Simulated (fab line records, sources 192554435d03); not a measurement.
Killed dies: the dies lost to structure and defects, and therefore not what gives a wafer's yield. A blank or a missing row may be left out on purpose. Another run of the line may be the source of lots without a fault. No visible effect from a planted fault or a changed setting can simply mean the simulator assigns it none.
Matching of chambers    flow n5_finfet    rie_diel-03 running N5_FIN_SAQP_ETCH_34: 4 sister chambers
The step etches SiO2 in C4F6/O2, target depth 45 nm, time 15 s. 14 wafers are shown with their chamber, then 7 later ones without.

WAFERS PAIRED WITH THEIR CHAMBERS
wafer   chamber  showerhead_plenum_p_Torr (Torr)  drypump_motor_current_A (A)  rf_vpp_V (V)
L074.2  1        2.79                             6.8                          686
L074.4  3        3.01                             5.6                          679
L074.5  3        3.01                             5.6                          677
L082.1  0        2.70                             5.5                          659
L082.2  1        2.78                             6.8                          686
L082.4  1        2.78                             6.7                          685
L084.1  3        3.00                             5.6                          676
L084.5  2        2.79                             5.9                          688
L084.6  0        2.70                             5.5                          660
L087.2  2        2.79                             5.9                          687
L087.5  1        2.78                             6.7                          683
L087.6  0        2.70                             5.5                          661
L091.1  1        2.77                             6.7                          686
L091.3  0        2.70                             5.5                          659

SIGNATURES (averages over the wafers above)
reading                   chamber 0  chamber 1  chamber 2  chamber 3  scatter within a chamber
showerhead_plenum_p_Torr  2.7000     2.7800     2.7900     3.0067     0.00516
drypump_motor_current_A   5.500      6.740      5.900      5.600      0.0346
rf_vpp_V                  659.75     685.20     687.50     677.33     1.21
Rule: for a wafer and a chamber, the distance is found by dividing, reading by reading, the gap between the wafer's reading and the chamber's mean by the reading's scatter, squaring, summing and taking the root. If the next closest chamber is less than 2 further off than the closest, the wafer can't be placed; otherwise it belongs to the closest. The scatter is the square root of a quotient: the sum, over the shown wafers, of each reading's squared deviation from its chamber's mean, divided by wafers minus chambers.

WAFERS WITH NO CHAMBER GIVEN
wafer   showerhead_plenum_p_Torr (Torr)  drypump_motor_current_A (A)  rf_vpp_V (V)
L091.5  2.77                             6.8                          685
L096.1  2.99                             5.6                          677
L096.2  2.77                             6.7                          683
L096.5  2.69                             5.5                          661
L097.2  2.99                             5.6                          677
L097.3  2.77                             6.8                          685
L097.6  2.77                             6.7                          685

CHAMBER TAKEN BY EACH
wafer   from the rows above  in truth
L091.5  1                    1
L096.1  3                    3
L096.2  1                    1
L096.5  0                    0
L097.2  3                    3
L097.3  1                    1
L097.6  1                    1
Correctly placed: 7 of 7. From these rows, 0 cannot be placed. 0 placed wrongly.
